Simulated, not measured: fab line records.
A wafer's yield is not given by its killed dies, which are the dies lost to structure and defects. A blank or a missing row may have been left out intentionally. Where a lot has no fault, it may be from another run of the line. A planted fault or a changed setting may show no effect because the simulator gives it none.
Which tool is to blame? | flow n5-finfet | Sampling: 24 lots, 72 wafers, 6 of 1938 route steps

## WHAT THE GAUGES READ, wafer by wafer
The record holds no reading of a measuring or inspecting step that can be judged against a usual standard deviation.

## WHICH TOOL RAN EACH LOT (tool, then ch and the chambers of the sampled wafers, then the start)
lot  | N5_MOL_CONTACT_COAG_ALD_131       | N5_MOL_CONTACT_COAG_ETCHBACK_132   | N5_MOL_CONTACT_COAG_DESCUM_45      | N5_BEOL_M0_SAQP_HM_DEP_111     | N5_BEOL_M0_SAQP_MANDREL1_REMOVE_100 | N5_BEOL_M0_SAQP_MANDREL_ETCH_103
L074 | ald-sin-02 ch 0,3, day 5 07:32    | rie-diel-06 ch 0,3, day 5 07:46    | rie-diel-05 ch 1,2, day 5 09:30    | pecvd-02 ch 0,1,2, day 5 15:13 | rie-si-06 ch 0,3, day 5 17:16       | rie-si-05 ch 0,1,2, day 5 17:32
L075 | ald-sin-02 ch 1,3, day 5 12:36    | rie-diel-02 ch 0,1,3, day 5 12:47  | rie-diel-02 ch 0,1,3, day 5 13:43  | pecvd-04 ch 0,1, day 5 21:05   | rie-si-05 ch 2,3, day 5 23:23       | rie-si-05 ch 0,1,3, day 5 23:49
L076 | ald-sin-02 ch 0,1, day 5 13:32    | rie-diel-06 ch 0,1,2, day 5 13:43  | rie-diel-02 ch 0,3, day 5 15:05    | pecvd-03 ch 0,1,2, day 5 21:07 | rie-si-02 ch 1,2, day 5 23:23       | rie-si-02 ch 0,1,2, day 5 23:51
L077 | ald-sin-01 ch 0,2, day 5 21:58    | rie-diel-06 ch 1,3, day 5 22:08    | rie-diel-02 ch 1,2,3, day 5 23:04  | pecvd-04 ch 0,1,2, day 6 05:06 | rie-si-05 ch 1,2, day 6 07:17       | rie-si-06 ch 0,3, day 6 07:34
L078 | ald-sin-01 ch 0,2, day 6 05:17    | rie-diel-06 ch 0,3, day 6 05:56    | rie-diel-02 ch 1,2,3, day 6 07:04  | pecvd-02 ch 0,2, day 6 12:48   | rie-si-06 ch 2,3, day 6 14:56       | rie-si-02 ch 0,1,3, day 6 15:14
L079 | ald-sin-03 ch 0,1,2, day 6 06:41  | rie-diel-06 ch 0,1,3, day 6 06:52  | rie-diel-05 ch 0,1,3, day 6 08:17  | pecvd-04 ch 0,1,2, day 6 16:40 | rie-si-02 ch 0,2,3, day 6 18:43     | rie-si-06 ch 0,1, day 6 19:01
L080 | ald-sin-03 ch 0,1,3, day 6 12:49  | rie-diel-02 ch 1,2, day 6 13:00    | rie-diel-02 ch 1,3, day 6 13:56    | pecvd-03 ch 0,1, day 6 20:47   | rie-si-06 ch 0,1, day 6 22:55       | rie-si-05 ch 0,1,3, day 6 23:19
L081 | ald-sin-02 ch 0,1,3, day 6 20:25  | rie-diel-02 ch 1,2, day 6 20:45    | rie-diel-05 ch 0,2,3, day 6 21:47  | pecvd-02 ch 0,1,2, day 7 04:23 | rie-si-02 ch 0,3, day 7 06:45       | rie-si-06 ch 0,3, day 7 07:05
L083 | ald-sin-03 ch 0,1,3, day 7 07:03  | rie-diel-02 ch 1,2, day 7 07:29    | rie-diel-02 ch 0,1,2, day 7 09:46  | pecvd-04 ch 0,1,2, day 7 16:53 | rie-si-05 ch 1,2, day 7 18:53       | rie-si-06 ch 1,3, day 7 19:19
L082 | ald-sin-02 ch 2,3, day 7 10:36    | rie-diel-02 ch 0,1,3, day 7 10:52  | rie-diel-06 ch 1,3, day 7 13:25    | pecvd-03 ch 0,1, day 7 20:56   | rie-si-06 ch 2,3, day 7 23:03       | rie-si-05 ch 0,1,2, day 7 23:20
L084 | ald-sin-01 ch 0,1,3, day 7 17:01  | rie-diel-06 ch 1,2,3, day 7 17:11  | rie-diel-06 ch 0,2,3, day 7 18:10  | pecvd-03 ch 0,2, day 8 00:20   | rie-si-02 ch 0,1, day 8 02:12       | rie-si-06 ch 0,1,3, day 8 02:35
L085 | ald-sin-03 ch 0,2, day 7 19:13    | rie-diel-02 ch 0,1, day 7 19:25    | rie-diel-02 ch 0,1,3, day 7 20:41  | pecvd-02 ch 0,1, day 8 03:29   | rie-si-06 ch 0,3, day 8 06:54       | rie-si-05 ch 0,2, day 8 07:17
L086 | ald-sin-01 ch 2,3, day 8 04:39    | rie-diel-05 ch 1,3, day 8 04:50    | rie-diel-06 ch 0,3, day 8 05:46    | pecvd-03 ch 0,1, day 8 12:46   | rie-si-02 ch 0,2, day 8 14:37       | rie-si-06 ch 0,1,2, day 8 14:55
L087 | ald-sin-02 ch 0,2,3, day 8 12:01  | rie-diel-06 ch 0,2, day 8 12:11    | rie-diel-02 ch 1,2,3, day 8 13:22  | pecvd-03 ch 1,2, day 8 20:43   | rie-si-05 ch 1,3, day 8 23:12       | rie-si-02 ch 2,3, day 8 23:30
L089 | ald-sin-02 ch 2,3, day 8 23:05    | rie-diel-05 ch 0,1, day 8 23:20    | rie-diel-05 ch 0,3, day 9 00:28    | pecvd-04 ch 0,1,2, day 9 08:20 | rie-si-06 ch 1,2, day 9 10:23       | rie-si-05 ch 0,1,3, day 9 10:43
L088 | ald-sin-01 ch 0,1,3, day 9 01:07  | rie-diel-05 ch 0,1,2, day 9 01:19  | rie-diel-06 ch 0,1,3, day 9 02:23  | pecvd-04 ch 0,2, day 9 12:32   | rie-si-06 ch 2,3, day 9 15:18       | rie-si-05 ch 2,3, day 9 15:36
L090 | ald-sin-02 ch 0,2,3, day 9 03:29  | rie-diel-06 ch 0,1, day 9 03:40    | rie-diel-05 ch 1,2,3, day 9 04:51  | pecvd-02 ch 0,1,2, day 9 13:13 | rie-si-06 ch 2,3, day 9 16:23       | rie-si-05 ch 1,2, day 9 16:52
L091 | ald-sin-01 ch 0,1,3, day 9 13:27  | rie-diel-05 ch 1,2,3, day 9 13:46  | rie-diel-06 ch 0,2,3, day 9 14:49  | pecvd-03 ch 0,1,2, day 9 22:15 | rie-si-05 ch 1,2,3, day 10 01:36    | rie-si-06 ch 1,2,3, day 10 01:53
L092 | ald-sin-02 ch 1,2, day 9 20:46    | rie-diel-05 ch 1,2, day 9 21:03    | rie-diel-05 ch 1,2, day 9 22:15    | pecvd-02 ch 1,2, day 10 04:13  | rie-si-02 ch 1,2, day 10 06:17      | rie-si-05 ch 1,3, day 10 06:40
L093 | ald-sin-02 ch 2,3, day 9 21:28    | rie-diel-05 ch 1,2,3, day 9 21:40  | rie-diel-02 ch 1,2, day 9 22:58    | pecvd-02 ch 0,2, day 10 07:10  | rie-si-05 ch 0,1,3, day 10 09:26    | rie-si-02 ch 2,3, day 10 09:44
L094 | ald-sin-02 ch 0,1,3, day 10 03:48 | rie-diel-02 ch 0,1, day 10 04:08   | rie-diel-05 ch 0,2,3, day 10 05:14 | pecvd-02 ch 0,1, day 10 12:16  | rie-si-05 ch 1,3, day 10 14:50      | rie-si-02 ch 0,1,3, day 10 15:07
L095 | ald-sin-01 ch 0,1,2, day 10 13:40 | rie-diel-05 ch 1,2,3, day 10 13:50 | rie-diel-05 ch 0,1,2, day 10 14:49 | pecvd-02 ch 0,2, day 10 21:54  | rie-si-06 ch 0,2,3, day 11 00:08    | rie-si-02 ch 0,2,3, day 11 00:26
L096 | ald-sin-03 ch 0,1,2, day 10 16:00 | rie-diel-05 ch 1,2, day 10 16:11   | rie-diel-06 ch 0,1,3, day 10 17:14 | pecvd-04 ch 0,2, day 10 23:21  | rie-si-02 ch 0,2,3, day 11 01:19    | rie-si-06 ch 0,1,3, day 11 01:41
L097 | ald-sin-02 ch 0,2,3, day 10 21:17 | rie-diel-02 ch 0,3, day 10 21:28   | rie-diel-05 ch 0,3, day 10 22:32   | pecvd-02 ch 0,1, day 11 04:17  | rie-si-05 ch 0,1,3, day 11 06:59    | rie-si-06 ch 1,2, day 11 07:17
- N5_MOL_CONTACT_COAG_ALD_131: deposits SiO2, target thk 5 nm, pulse time 1 s, co reactant pulse time 1 s.
- N5_MOL_CONTACT_COAG_ETCHBACK_132: etches SiO2 in CHF3, target depth 10 nm, time 6.7 s.
- N5_MOL_CONTACT_COAG_DESCUM_45: chemistry O2, time 7 s.
- N5_BEOL_M0_SAQP_HM_DEP_111: deposits SiO2 from SiH4/N2O, target thk 12 nm, time 7.2 s.
- N5_BEOL_M0_SAQP_MANDREL1_REMOVE_100: chemistry HBr/Cl2/O2, target a-Si, stops on SiNx, bt time 10 s.
- N5_BEOL_M0_SAQP_MANDREL_ETCH_103: etches a-Si in HBr/Cl2, stops on SiCN, target depth 45 nm, bt time 10 s, time 27 s.

## AS READ BY THE TOOLS THEMSELVES (means over the sampled wafers that have a number; for cases with no such wafer, the mark the record gives instead)
N5_MOL_CONTACT_COAG_ALD_131. Usual: heater-power-w 76 W, standard deviation 7.5; precursor-pulse-height-rel 1.000, standard deviation 0.02.
lot  | tool       | heater-power-w (W) | precursor-pulse-height-rel | flag
L074 | ald-sin-02 | 72                 | 0.988                      |
L075 | ald-sin-02 | 74                 | 1.006                      |
L076 | ald-sin-02 | 81                 | 1.015                      |
L077 | ald-sin-01 | 87                 | 1.015                      |
L078 | ald-sin-01 | 86                 | 0.984                      |
L079 | ald-sin-03 | 75                 | 1.007                      |
L080 | ald-sin-03 | 72                 | 1.014                      |
L081 | ald-sin-02 | 77                 | 0.984                      |
L083 | ald-sin-03 | 72                 | 0.994                      |
L082 | ald-sin-02 | 70                 | 0.988                      |
L084 | ald-sin-01 | 80                 | 0.999                      |
L085 | ald-sin-03 | 84                 | 1.010                      |
L086 | ald-sin-01 | 84                 | 1.000                      |
L087 | ald-sin-02 | 74                 | 1.002                      |
L089 | ald-sin-02 | 69                 | 0.999                      |
L088 | ald-sin-01 | 78                 | 0.992                      |
L090 | ald-sin-02 | 73                 | 1.012                      |
L091 | ald-sin-01 | 81                 | 0.994                      |
L092 | ald-sin-02 | 77                 | 1.000                      |
L093 | ald-sin-02 | 70                 | 1.001                      |
L094 | ald-sin-02 | 77                 | 0.981                      |
L095 | ald-sin-01 | 81                 | 1.007                      |
L096 | ald-sin-03 | 73                 | 0.998                      |
L097 | ald-sin-02 | 74                 | 1.002                      |

N5_MOL_CONTACT_COAG_ETCHBACK_132. Usual: drypump-motor-current-A 5.9 A, standard deviation 0.59; oes_f_703_au 0.75 a.u., standard deviation 0.051; oes-product-au 0.76 a.u., standard deviation 0.051; rf-vpp-V 529 V, standard deviation 10; showerhead-plenum-p-Torr 2.38 Torr, standard deviation 0.076; throttle-valve-pct 18.77 %, standard deviation 0.28.
lot  | tool        | drypump-motor-current-A (A) | oes_f_703_au (a.u.) | oes-product-au (a.u.) | rf-vpp-V (V) | showerhead-plenum-p-Torr (Torr) | throttle-valve-pct (%) | flag
L074 | rie-diel-06 | 5.3                         | 0.72                | 0.73                  | 520          | 2.28                            | 18.52                  |
L075 | rie-diel-02 | 6.0                         | 0.80                | 0.80                  | 526          | 2.43                            | 18.69                  |
L076 | rie-diel-06 | 5.4                         | 0.70                | 0.71                  | 528          | 2.33                            | 19.06                  |
L077 | rie-diel-06 | 5.2                         | 0.72                | 0.73                  | 531          | 2.29                            | 18.58                  |
L078 | rie-diel-06 | 5.5                         | 0.72                | 0.71                  | 514          | 2.26                            | 18.73                  |
L079 | rie-diel-06 | 5.4                         | 0.72                | 0.72                  | 525          | 2.27                            | 18.79                  |
L080 | rie-diel-02 | 6.3                         | 0.79                | 0.81                  | 526          | 2.44                            | 18.60                  |
L081 | rie-diel-02 | 6.3                         | 0.79                | 0.80                  | 526          | 2.44                            | 18.61                  |
L083 | rie-diel-02 | 6.5                         | 0.81                | 0.81                  | 521          | 2.48                            | 18.54                  |
L082 | rie-diel-02 | 6.0                         | 0.79                | 0.78                  | 526          | 2.43                            | 18.72                  |
L084 | rie-diel-06 | 5.1                         | 0.69                | 0.70                  | 533          | 2.34                            | 18.90                  |
L085 | rie-diel-02 | 6.4                         | 0.81                | 0.82                  | 524          | 2.47                            | 18.58                  |
L086 | rie-diel-05 | 5.8                         | 0.81                | 0.82                  | 533          | 2.36                            | 18.54                  |
L087 | rie-diel-06 | 5.2                         | 0.67                | 0.68                  | 525          | 2.39                            | 19.13                  |
L089 | rie-diel-05 | 6.6                         | 0.80                | 0.81                  | 536          | 2.42                            | 18.68                  |
L088 | rie-diel-05 | 6.4                         | 0.76                | 0.76                  | 531          | 2.40                            | 18.79                  |
L090 | rie-diel-06 | 5.7                         | 0.69                | 0.69                  | 520          | 2.26                            | 19.03                  |
L091 | rie-diel-05 | 6.1                         | 0.76                | 0.77                  | 529          | 2.37                            | 18.72                  |
L092 | rie-diel-05 | 6.5                         | 0.74                | 0.74                  | 530          | 2.40                            | 18.68                  |
L093 | rie-diel-05 | 6.2                         | 0.76                | 0.77                  | 530          | 2.37                            | 18.73                  |
L094 | rie-diel-02 | 6.4                         | 0.79                | 0.80                  | 524          | 2.46                            | 18.60                  |
L095 | rie-diel-05 | 6.2                         | 0.75                | 0.76                  | 529          | 2.37                            | 18.74                  |
L096 | rie-diel-05 | 6.3                         | 0.72                | 0.71                  | 526          | 2.38                            | 18.90                  |
L097 | rie-diel-02 | 5.7                         | 0.74                | 0.75                  | 535          | 2.37                            | 18.87                  |

N5_MOL_CONTACT_COAG_DESCUM_45. Usual: drypump-motor-current-A 5.9 A, standard deviation 0.56; oes-product-au 0.76 a.u., standard deviation 0.059; rf-vpp-V 243.1 V, standard deviation 1.3; showerhead-plenum-p-Torr 2.08 Torr, standard deviation 0.061; throttle-valve-pct 20.42 %, standard deviation 0.28.
lot  | tool        | drypump-motor-current-A (A) | oes-product-au (a.u.) | rf-vpp-V (V) | showerhead-plenum-p-Torr (Torr) | throttle-valve-pct (%) | flag
L074 | rie-diel-05 | 6.6                         | 0.77                  | 243.7        | 2.11                            | 20.26                  |
L075 | rie-diel-02 | 6.0                         | 0.81                  | 243.6        | 2.14                            | 20.39                  |
L076 | rie-diel-02 | 5.7                         | 0.78                  | 242.6        | 2.10                            | 20.53                  |
L077 | rie-diel-02 | 6.2                         | 0.80                  | 243.8        | 2.14                            | 20.36                  |
L078 | rie-diel-02 | 6.2                         | 0.79                  | 244.3        | 2.14                            | 20.36                  |
L079 | rie-diel-05 | 6.2                         | 0.83                  | 243.7        | 2.09                            | 20.21                  |
L080 | rie-diel-02 | 6.0                         | 0.77                  | 243.5        | 2.14                            | 20.49                  |
L081 | rie-diel-05 | 6.0                         | 0.81                  | 243.0        | 2.08                            | 20.44                  |
L083 | rie-diel-02 | 6.2                         | 0.81                  | 244.3        | 2.13                            | 20.29                  |
L082 | rie-diel-06 | 5.2                         | 0.72                  | 241.7        | 2.01                            | 20.35                  |
L084 | rie-diel-06 | 5.2                         | 0.70                  | 243.3        | 2.04                            | 20.50                  |
L085 | rie-diel-02 | 6.0                         | 0.78                  | 244.1        | 2.13                            | 20.44                  |
L086 | rie-diel-06 | 5.5                         | 0.70                  | 241.2        | 1.98                            | 20.42                  |
L087 | rie-diel-02 | 6.2                         | 0.77                  | 243.3        | 2.13                            | 20.40                  |
L089 | rie-diel-05 | 6.1                         | 0.82                  | 243.7        | 2.07                            | 20.32                  |
L088 | rie-diel-06 | 5.4                         | 0.70                  | 242.2        | 1.99                            | 20.54                  |
L090 | rie-diel-05 | 6.1                         | 0.76                  | 243.6        | 2.08                            | 20.40                  |
L091 | rie-diel-06 | 5.2                         | 0.70                  | 242.0        | 2.04                            | 20.52                  |
L092 | rie-diel-05 | 6.4                         | 0.72                  | 243.4        | 2.08                            | 20.55                  |
L093 | rie-diel-02 | 6.5                         | 0.81                  | 243.9        | 2.17                            | 20.17                  |
L094 | rie-diel-05 | 6.1                         | 0.78                  | 243.1        | 2.07                            | 20.48                  |
L095 | rie-diel-05 | 6.5                         | 0.75                  | 242.5        | 2.09                            | 20.40                  |
L096 | rie-diel-06 | 5.5                         | 0.69                  | 241.7        | 1.99                            | 20.56                  |
L097 | rie-diel-05 | 5.8                         | 0.82                  | 242.4        | 2.06                            | 20.33                  |

N5_BEOL_M0_SAQP_HM_DEP_111. Usual: heater-power-w 781 W, standard deviation 120; showerhead-plenum-p-Torr 8.17 Torr, standard deviation 0.15.
lot  | tool     | heater-power-w (W) | showerhead-plenum-p-Torr (Torr) | flag
L074 | pecvd-02 | 846                | 8.10                            |
L075 | pecvd-04 | 704                | 8.27                            |
L076 | pecvd-03 | 827                | 8.17                            |
L077 | pecvd-04 | 642                | 8.24                            |
L078 | pecvd-02 | 729                | 8.04                            |
L079 | pecvd-04 | 694                | 8.24                            |
L080 | pecvd-03 | 902                | 8.34                            |
L081 | pecvd-02 | 832                | 8.10                            |
L083 | pecvd-04 | 668                | 8.24                            |
L082 | pecvd-03 | 872                | 8.36                            |
L084 | pecvd-03 | 816                | 8.23                            |
L085 | pecvd-02 | 862                | 8.19                            |
L086 | pecvd-03 | 909                | 8.29                            |
L087 | pecvd-03 | 803                | 8.02                            |
L089 | pecvd-04 | 680                | 8.24                            |
L088 | pecvd-04 | 751                | 8.21                            |
L090 | pecvd-02 | 801                | 8.10                            |
L091 | pecvd-03 | 814                | 8.18                            |
L092 | pecvd-02 | 867                | 8.17                            |
L093 | pecvd-02 | 726                | 8.03                            |
L094 | pecvd-02 | 796                | 8.18                            |
L095 | pecvd-02 | 763                | 8.03                            |
L096 | pecvd-04 | 754                | 8.21                            |
L097 | pecvd-02 | 811                | 8.17                            |

N5_BEOL_M0_SAQP_MANDREL1_REMOVE_100. Usual: drypump-motor-current-A 6.0 A, standard deviation 0.47; oes-product-au 0.996 a.u., standard deviation 0.021; throttle-valve-pct 36.69 %, standard deviation 0.26.
lot  | tool      | drypump-motor-current-A (A) | oes-product-au (a.u.) | throttle-valve-pct (%) | flag
L074 | rie-si-06 | 5.6                         | 0.986                 | 36.91                  |
L075 | rie-si-05 | 6.2                         | 1.005                 | 36.76                  |
L076 | rie-si-02 | 6.1                         | 0.979                 | 36.58                  |
L077 | rie-si-05 | 6.4                         | 1.001                 | 36.75                  |
L078 | rie-si-06 | 5.4                         | 1.020                 | 36.87                  |
L079 | rie-si-02 | 5.9                         | 0.998                 | 36.47                  |
L080 | rie-si-06 | 6.0                         | 0.991                 | 36.87                  |
L081 | rie-si-02 | 6.2                         | 0.999                 | 36.78                  |
L083 | rie-si-05 | 6.5                         | 0.984                 | 36.61                  |
L082 | rie-si-06 | 5.4                         | 1.018                 | 36.86                  |
L084 | rie-si-02 | 6.4                         | 0.974                 | 36.88                  |
L085 | rie-si-06 | 5.6                         | 0.989                 | 36.91                  |
L086 | rie-si-02 | 6.1                         | 1.010                 | 36.42                  |
L087 | rie-si-05 | 6.4                         | 0.979                 | 36.46                  |
L089 | rie-si-06 | 5.9                         | 1.026                 | 36.84                  |
L088 | rie-si-06 | 5.5                         | 1.018                 | 36.90                  |
L090 | rie-si-06 | 5.5                         | 1.017                 | 36.87                  |
L091 | rie-si-05 | 6.3                         | 0.993                 | 36.62                  |
L092 | rie-si-02 | 6.1                         | 0.988                 | 36.56                  |
L093 | rie-si-05 | 6.1                         | 0.985                 | 36.53                  |
L094 | rie-si-05 | 6.2                         | 0.983                 | 36.48                  |
L095 | rie-si-06 | 5.6                         | 0.998                 | 36.90                  |
L096 | rie-si-02 | 5.9                         | 0.997                 | 36.49                  |
L097 | rie-si-05 | 6.1                         | 0.980                 | 36.51                  |

N5_BEOL_M0_SAQP_MANDREL_ETCH_103. Usual: drypump-motor-current-A 6.0 A, standard deviation 0.48; oes-product-au 0.680 a.u., standard deviation 0.013; throttle-valve-pct 35.43 %, standard deviation 0.26.
lot  | tool      | drypump-motor-current-A (A) | oes-product-au (a.u.) | throttle-valve-pct (%) | flag
L074 | rie-si-05 | 6.2                         | 0.667                 | 35.41                  |
L075 | rie-si-05 | 6.1                         | 0.673                 | 35.25                  |
L076 | rie-si-02 | 6.3                         | 0.686                 | 35.39                  |
L077 | rie-si-06 | 5.4                         | 0.681                 | 35.62                  |
L078 | rie-si-02 | 6.1                         | 0.670                 | 35.46                  |
L079 | rie-si-06 | 6.0                         | 0.673                 | 35.62                  |
L080 | rie-si-05 | 6.1                         | 0.665                 | 35.26                  |
L081 | rie-si-06 | 5.4                         | 0.683                 | 35.61                  |
L083 | rie-si-06 | 5.6                         | 0.689                 | 35.56                  |
L082 | rie-si-05 | 6.2                         | 0.670                 | 35.41                  |
L084 | rie-si-06 | 5.8                         | 0.687                 | 35.59                  |
L085 | rie-si-05 | 5.8                         | 0.671                 | 35.44                  |
L086 | rie-si-06 | 6.0                         | 0.683                 | 35.61                  |
L087 | rie-si-02 | 5.5                         | 0.690                 | 34.98                  |
L089 | rie-si-05 | 6.1                         | 0.678                 | 35.26                  |
L088 | rie-si-05 | 6.0                         | 0.679                 | 35.39                  |
L090 | rie-si-05 | 6.6                         | 0.673                 | 35.37                  |
L091 | rie-si-06 | 5.8                         | 0.695                 | 35.57                  |
L092 | rie-si-05 | 6.4                         | 0.676                 | 35.23                  |
L093 | rie-si-02 | 5.5                         | 0.687                 | 34.99                  |
L094 | rie-si-02 | 6.1                         | 0.681                 | 35.46                  |
L095 | rie-si-02 | 5.9                         | 0.680                 | 35.24                  |
L096 | rie-si-06 | 5.8                         | 0.692                 | 35.58                  |
L097 | rie-si-06 | 5.9                         | 0.697                 | 35.60                  |

## THE ANSWER, worked out from the rows above alone
Rule: take the mean of a lot's wafers that have a number; if it is more than 3 standard deviations from the usual mean, the lot is off. A lot without any number at a reading at which 4 lots or more have one is off too. The other lots that the step has rows for count as sound. The gauges are gone through in route order, then the tools' own readings, and for those a lot's mean is taken as printed above. At the first step where some lot is off, the reading lying furthest off is the one used; lots without a number count as furthest.
No lot is off at any reading shown: from this, nothing can be told.

## WHAT WAS PUT IN BY THE SIMULATOR
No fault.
